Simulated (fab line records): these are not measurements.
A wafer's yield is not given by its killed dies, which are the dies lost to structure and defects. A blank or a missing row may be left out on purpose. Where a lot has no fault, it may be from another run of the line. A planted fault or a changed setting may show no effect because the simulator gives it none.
8D (eight disciplines) problem report, filled in by code | flow nandHarc | the parts of the form that need people (team, actions taken, sign-off) are left out

## 1. THE PROBLEM
Mean of thkNm at NHARC_A_ONON_D1_THK_MEAS_24: 701 nm across 6 wafers in 2 lots; on wafers with no fault it is 1002 nm (standard deviation 9.4). That puts it -32 standard deviations away from the usual mean.
The step: measures by ellipsometry.
The first sign was on wafer L422.1 at day 10 12:05, on filmMetro-02. Wafers with a number at this step in the record: 39, from 13 lots. Rule for "out" (also "out of limits"): further than 4 standard deviations from the usual mean. The rest of the wafers with a number are treated as sound.

## 2. WHAT IT IS, AND WHAT IT ISN'T
question                    | is                     | is not
which readings at this step | thkNm                  | -
which lots                  | L422, L424             | L414, L415, L416, L417, L418, L419, L421, L433, L434, L435, L436
which wafers of those lots  | all that have a number | -
read on which gauges        | filmMetro-02           | filmMetro-01
when                        | from day 10 12:05      | up to then (21 sound wafers); but 12 sound wafers of L433, L434, L435, L436 came after

## 3. SUSPECTS, AND WHAT RULES EACH OUT
Counting: any tool at a process step up to the reading is kept as a suspect provided that every lot that is out went through it and no sound lot did after the first of them.
- the gauge at NHARC_A_ONON_D1_THK_MEAS_24: ruled out. All the wafers that are out were read on filmMetro-02, but those of them that NHARC_END_SORT_01 has rows for are out there too, on other tools.
- pecvdOnon-02 at NHARC_A_ONON_D1_DEP_22 (target thk 1000 nm): ruled out as a lasting fault. Following L422 (day 10 11:35), the first lot on it that is out, the sound lots L436 were run on it.
Left after counting: nothing in the record.

## 4. THE CAUSE (what the simulator had put in)
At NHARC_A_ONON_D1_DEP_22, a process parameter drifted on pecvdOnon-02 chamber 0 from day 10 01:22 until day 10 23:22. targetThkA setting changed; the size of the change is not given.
It was ruled out by counting, in error; the rule expects a fault to strike all lots run on its tool from its start on, and this fault did not.

## 5. THE EFFECT CHAIN, in route order
Each row: a reading where the mean over the struck wafers with a number is more than 3 standard deviations away from the usual. Only readings whose record carries a usual standard deviation are examined. hours: median over the lots of the time between each lot's start at the first step of this table that gives one and its start at this step. sigmas: the change, counted in usual standard deviations.
hours | step                        | reading       | usual   | on struck wafers | change | sigmas
0     | NHARC_A_ONON_D1_THK_MEAS_24 | thkNm         | 1002 nm | 701              | -301   | -32
264   | NHARC_END_SORT_01           | killedAtArray | 21      | 672              | +651   | +73
264   | NHARC_END_SORT_01           | killedDies    | 26      | 677              | +651   | +73
Later measuring or inspecting steps at which every struck wafer that the step has a row for has a number for every such reading, and none has moved that far: NHARC_A_ONON_D1_INSPECT_32.

## 6. WHAT WOULD HAVE CAUGHT IT SOONER
11 hours passed between the start of the fault at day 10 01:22 and the first reading out of limits at a measuring or inspecting step in this record, taken at day 10 12:05.
